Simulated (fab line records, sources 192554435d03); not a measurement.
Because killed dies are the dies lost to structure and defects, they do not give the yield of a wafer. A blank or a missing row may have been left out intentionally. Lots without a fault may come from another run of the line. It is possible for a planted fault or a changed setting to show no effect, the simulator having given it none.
fab line records | flow n5Finfet | part 2 of 2: steps 5 to 6 of 6
record lots=22 wafers=66 lastDay=17
route steps=1938 shown WELL_APT@50 PMOS_HMC_CHANNEL_EPI@81 FIN_SAQP@142 FIN_CUT@168 DUMMY_GATE@246 SD_EPI_N@274
lots untouched by any fault: they come from a run of this same line in which no faults occurred
startH: hours from the record's first day to the start of the lot's first wafer shown | waitH: hours elapsed since this lot's preceding step | " identical to the entry in the row above | L1.1+2: one row covering several wafers at once | - no value, or no start was given | * or withheld: withheld | < > ~ a bound
route shown NAME@n: names a module that has steps shown in the file, with the first one's number in the route | usual: mean/standard deviation taken from wafers without a fault | same: alike in all rows | chamber/n: place in a boat | sites: readings site by site | _std_site: standard deviation of those values | _edge_site: outer sites' mean less inner sites' | radiusMm: for every site, how far away it sits from the centre of the wafer | mask NAME#n: copy n | behind: the most recent tool/chamber to have shaped the wafer | hold: cause of the lot's hold/its duration in hours/its outcome | device: whichever transistor did not switch (one of n, p or np) | end of line: the tests these same wafers got at the end of their route | where a step has no rows: the recipe by itself | killed: dies that structure and defects cost at the first sort, which is not the same as the wafer's yield | map: a wafer's dies, marking killed ones x, the rest . and places with no die _
set.NAME: the setting the step ran with; set.NAME@STEP: the setting that earlier step ran with | model.NAME: the simulator's own value behind a step, which no gauge read
one table for each step of the route and one row for each wafer, over a sample of lots
services: a tool's chamber out of use, with start hour (startH, from the record's first day; less than 0 if before it), hours out, and reason
## steps
# step N5_DUMMY_GATE_ETCH_32
# recipe chemistry=CF4 target=SiO2 targetDepthA=35 timeS=3.9 ionEnergyEv=350 pressureMtorr=10 icpW=800 biasW=400 cf4FlowSccm=80
# usual drypumpMotorCurrentA=5.7/0.4 oesProductAu=1.001/0.019 throttleValvePct=21.74/0.3
# columns lot.wafer tool chamber startH waitH drypumpMotorCurrentA oesProductAu rfHoursCounterH throttleValvePct
L074.1 rieSi-06 3 50.91 0.1 6.0 1.038 33 21.83
L074.3 " 0 " " 5.8 0.981 5 21.52
L074.4 " 2 " " 6.4 1.004 154 22.33
L075.2 rieSi-03 3 52.67 0.1 5.9 1.014 151 21.93
L075.5 " 0 " " 6.0 1.009 - 21.47
L075.6 " 3 " " 5.9 1.024 - 21.93
L076.1 rieSi-06 3 58.55 0.1 6.0 1.025 33 21.83
L076.2 " 0 " " 5.8 0.972 6 21.52
L076.4 " 1 " " 6.3 0.978 101 22.04
L078.3 rieSi-05 3 71.28 0.1 5.8 0.975 78 21.93
L078.4 " 2 " " 4.9 1.007 - 21.35
L078.5 " 0 " " 5.8 1.011 - 22.06
L079.1 rieSi-03 2 76.40 0.1 5.9 1.018 110 21.48
L079.3 " 0 " " 6.0 1.024 138 21.48
L079.4 " 1 " " 5.5 1.000 180 21.54
L080.2 rieSi-05 3 84.87 0.1 5.8 0.982 78 21.94
L080.5 " 2 " " 5.0 1.008 - 21.34
L080.6 " 3 " " 5.7 0.979 - 21.93
L081.1 rieSi-06 3 88.92 0.1 6.0 1.034 34 21.84
L081.3 " 2 " " 6.4 0.994 155 22.32
L081.4 " 1 " " 6.2 0.981 101 22.04
L082.2 rieSi-03 0 95.64 0.1 6.0 1.008 138 21.47
L082.4 " 1 " " 5.5 0.988 180 21.53
L082.5 " 2 " " 5.8 1.004 - 21.46
L083.1 rieSi-06 2 104.35 0.1 6.4 1.004 155 22.32
L083.4 " 0 " " 5.8 0.981 6 21.50
L083.5 " 2 " " 6.4 0.999 - 22.32
L084.1 rieSi-05 0 106.03 0.1 5.8 1.014 82 22.06
L084.5 " 1 " " 5.3 0.965 - 21.58
L084.6 " 2 " " 4.9 1.001 - 21.33
L085.2 rieSi-05 3 116.82 0.1 5.8 0.987 79 21.94
L085.3 " 1 " " 5.3 0.970 148 21.56
L085.4 " 2 " " 5.0 1.012 11 21.35
L086.1 rieSi-03 0 120.15 0.1 6.0 1.007 139 21.47
L086.3 " 2 " " 5.8 1.019 111 21.46
L086.5 " 0 " " 6.0 1.000 - 21.49
L087.1 rieSi-06 3 125.39 0.1 6.0 1.046 35 21.82
L087.5 " 3 " " 6.0 1.045 - 21.84
L087.6 " 0 " " 5.8 0.986 - 21.50
L088.1 rieSi-03 0 131.03 0.1 6.0 1.008 139 21.47
L088.2 " 2 " " 5.8 1.023 111 21.47
L088.5 " 1 " " 5.4 1.004 - 21.56
L089.1 rieSi-03 1 136.28 0.1 5.4 0.994 181 21.52
L089.4 " 0 " " 6.0 1.000 139 21.48
L089.5 " 0 " " 6.0 1.008 - 21.47
L090.2 rieSi-03 3 142.34 0.1 5.9 1.029 153 21.94
L090.3 " 1 " " 5.4 0.993 181 21.54
L090.5 " 1 " " 5.4 1.002 - 21.53
L092.2 rieSi-05 2 156.16 0.1 5.0 1.009 12 21.33
L092.4 " 0 " " 5.8 1.012 83 22.09
L092.5 " 3 " " 5.8 0.986 - 21.93
L093.3 rieSi-05 0 163.89 0.1 5.8 1.012 83 22.07
L093.5 " 2 " " 5.0 1.005 - 21.32
L093.6 " 3 " " 5.7 0.985 - 21.94
L094.2 rieSi-05 1 167.21 0.1 5.3 0.963 149 21.55
L094.3 " 2 " " 5.0 1.011 12 21.34
L094.5 " 2 " " 5.0 1.012 - 21.35
L095.1 rieSi-05 3 173.22 0.1 5.8 0.982 80 21.94
L095.4 " 2 " " 5.0 1.012 12 21.33
L095.6 " 0 " " 5.8 1.010 - 22.07
L096.2 rieSi-05 3 179.55 0.1 5.8 0.985 80 21.95
L096.4 " 1 " " 5.3 0.970 149 21.56
L096.5 " 2 " " 5.0 1.001 - 21.34
L097.3 rieSi-03 2 186.40 0.1 5.8 1.015 112 21.47
L097.5 " 3 " " 5.9 1.025 - 21.93
L097.6 " 0 " " 6.0 1.002 - 21.49
# step N5_SD_EPI_N_ETCH_34
# recipe chemistry=CF4 target=SiARC targetDepthA=455 maskMaterial=CAR-ArF-block timeS=75.8 ionEnergyEv=80 pressureMtorr=40 sourceW=545 biasW=36 Ar_flow_sccm=100 cf4FlowSccm=100 ends=cleared
# usual drypumpMotorCurrentA=5.9/0.43 etchRfOnTimeS=76.1/1.7 oesProductAu=0.67/0.052 rfVppV=184.3/1.1 showerheadPlenumPTorr=2.15/0.059 throttleValvePct=15.65/0.23
# columns lot.wafer tool chamber startH waitH drypumpMotorCurrentA etchRfOnTimeS oesProductAu rfHoursCounterH rfVppV showerheadPlenumPTorr throttleValvePct
L074.1 rieDiel-04 2 52.40 0.0 6.0 77.1 0.72 51 185.1 2.17 15.21
L074.3 " 1 " " 5.6 72.9 0.77 37 184.6 2.18 15.59
L074.4 " 3 " " 5.6 73.8 0.62 207 186.3 2.22 16.03
L075.2 rieDiel-01 2 54.29 0.0 5.6 78.2 0.69 61 182.7 2.07 15.52
L075.5 " 0 " " 5.9 79.1 0.65 - 184.4 2.06 15.36
L075.6 " 3 " " 6.7 76.9 0.63 - 184.4 2.22 15.89
L076.1 rieDiel-02 0 60.28 0.0 6.1 76.0 0.59 237 185.1 2.21 15.95
L076.2 " 3 " " 5.2 75.6 0.65 149 184.7 2.16 15.54
L076.4 " 0 " " 6.2 76.1 0.59 - 184.6 2.21 15.95
L078.3 rieDiel-04 0 73.19 0.0 5.3 74.4 0.64 166 183.5 2.14 15.57
L078.4 " 1 " " 5.5 73.3 0.75 45 185.3 2.17 15.59
L078.5 " 3 " " 5.6 73.5 0.61 - 186.4 2.22 16.06
L079.1 rieDiel-01 2 78.12 0.0 5.6 78.1 0.69 72 182.7 2.07 15.54
L079.3 " 3 " " 6.7 76.0 0.63 195 184.7 2.22 15.88
L079.4 " 0 " " 5.9 77.8 0.65 134 183.0 2.06 15.40
L080.2 rieDiel-02 1 86.50 0.0 5.8 74.3 0.69 123 184.1 2.15 15.69
L080.5 " 2 " " 6.6 74.4 0.66 - 185.0 2.24 15.96
L080.6 " 1 " " 5.8 74.8 0.68 - 184.8 2.15 15.67
L081.1 rieDiel-01 0 90.92 0.0 5.9 77.3 0.65 138 182.7 2.05 15.38
L081.3 " 2 " " 5.6 77.9 0.68 76 182.5 2.07 15.55
L081.4 " 3 " " 6.7 76.7 0.63 198 185.2 2.21 15.91
L082.2 rieDiel-01 0 98.55 0.0 5.9 78.7 0.65 140 182.0 2.05 15.40
L082.4 " 3 " " 6.7 77.5 0.62 - 184.7 2.21 15.91
L082.5 " 2 " " 5.6 79.1 0.67 - 184.6 2.07 15.55
L083.1 rieDiel-01 2 105.97 0.0 5.6 79.0 0.68 81 183.6 2.06 15.56
L083.4 " 0 " " 5.9 77.8 0.65 144 184.5 2.05 15.41
L083.5 " 0 " " 5.9 78.4 0.64 - 182.1 2.05 15.40
L084.1 rieDiel-01 2 108.24 0.0 5.6 78.0 0.68 82 184.0 2.06 15.55
L084.5 " 1 " " 6.2 73.8 0.75 - 186.0 2.18 15.67
L084.6 " 0 " " 5.9 77.6 0.64 - 183.0 2.05 15.41
L085.2 rieDiel-01 0 118.32 0.0 5.9 78.6 0.64 147 182.7 2.05 15.41
L085.3 " 2 " " 5.6 78.1 0.68 85 183.2 2.06 15.56
L085.4 " 1 " " 6.2 74.6 0.75 50 184.6 2.18 15.69
L086.1 rieDiel-02 1 121.76 0.0 5.8 73.6 0.68 138 184.9 2.14 15.71
L086.3 " 3 " " 5.2 75.5 0.62 176 185.6 2.15 15.58
L086.5 " 1 " " 5.8 73.4 0.69 - 183.7 2.14 15.72
L087.1 rieDiel-01 2 127.11 0.0 5.6 78.3 0.67 88 182.7 2.06 15.56
L087.5 " 0 " " 5.9 78.6 0.64 - 185.1 2.05 15.42
L087.6 " 1 " " 6.2 75.3 0.74 - 184.3 2.18 15.69
L088.1 rieDiel-02 0 132.84 0.0 6.2 77.8 0.79 8 185.0 2.20 15.50
L088.2 " 1 " " 5.8 75.0 0.67 141 184.9 2.14 15.71
L088.5 " 1 " " 5.8 74.6 0.67 - 182.7 2.14 15.71
L089.1 rieDiel-04 0 138.04 0.0 5.3 74.9 0.62 190 184.7 2.13 15.59
L089.4 " 1 " " 5.5 74.5 0.72 68 185.7 2.17 15.65
L089.5 " 3 " " 5.6 74.6 0.59 - 184.7 2.21 16.10
L090.2 rieDiel-02 0 144.96 0.0 6.2 77.9 0.78 12 185.4 2.20 15.50
L090.3 " 2 " " 6.7 74.8 0.65 162 183.2 2.23 15.99
L090.5 " 1 " " 5.8 74.3 0.66 - 183.4 2.14 15.73
L092.2 rieDiel-01 3 157.77 0.0 6.7 77.4 0.60 223 185.5 2.21 15.95
L092.4 " 0 " " 5.9 78.3 0.63 163 183.5 2.05 15.45
L092.5 " 2 " " 5.6 77.7 0.67 - 182.6 2.06 15.59
L093.3 rieDiel-04 0 165.39 0.0 5.3 75.0 0.61 201 184.6 2.12 15.61
L093.5 " 2 " " 6.0 77.9 0.68 - 184.5 2.16 15.30
L093.6 " 1 " " 5.5 73.8 0.71 - 184.7 2.16 15.67
L094.2 rieDiel-04 2 168.83 0.0 6.0 76.5 0.68 92 184.7 2.16 15.31
L094.3 " 3 " " 5.6 74.3 0.59 248 184.6 2.21 16.12
L094.5 " 3 " " 5.6 75.0 0.59 - 185.0 2.21 16.11
L095.1 rieDiel-04 2 174.90 0.0 6.0 77.1 0.67 94 183.6 2.16 15.32
L095.4 " 1 " " 5.5 73.7 0.71 - 184.7 2.16 15.68
L095.6 " 2 " " 6.0 77.3 0.67 - 185.0 2.16 15.31
L096.2 rieDiel-04 1 181.25 0.0 5.6 74.3 0.71 85 184.4 2.16 15.68
L096.4 " 2 " " 6.0 78.0 0.67 - 186.0 2.16 15.31
L096.5 " 0 " " 5.3 75.6 0.61 - 183.9 2.12 15.63
L097.3 rieDiel-01 3 188.46 0.0 6.7 76.7 0.60 235 186.0 2.20 15.96
L097.5 " 2 " " 5.6 77.5 0.66 - 183.8 2.05 15.62
L097.6 " 1 " " 6.2 74.8 0.73 - 183.7 2.17 15.72
## services
# columns tool chamber startH hours kind
rieDiel-06 3 7.12 14.0 repair
rieDiel-01 2 9.58 6.9 repair
rieDiel-01 3 12.47 18.8 repair
cmp-04 - 18.58 0.9 repair
cmp-04 - 43.63 4.0 pm
rieDiel-02 - 46.23 2.8 pm
rieSi-03 - 48.79 2.8 pm
rieDiel-02 2 49.88 22.3 repair
rieDiel-02 1 60.94 12.0 repair
rieSi-03 2 61.71 5.8 repair
rieSi-05 1 65.71 22.7 repair
rieDiel-01 1 68.06 6.8 repair
rieDiel-06 1 79.24 2.5 repair
cmp-01 - 86.37 2.5 repair
cmp-04 - 87.17 0.8 repair
cmp-04 - 89.54 4.1 pm
rieDiel-06 3 91.35 10.4 repair
rieDiel-01 1 98.46 4.6 repair
rieDiel-04 3 149.90 3.7 repair
rieDiel-02 2 165.11 1.6 repair
rieDiel-02 1 169.68 5.5 repair
rieDiel-06 1 171.06 6.3 repair
rieDiel-02 - 176.27 14.6 pm
cmp-01 - 182.90 1.0 repair
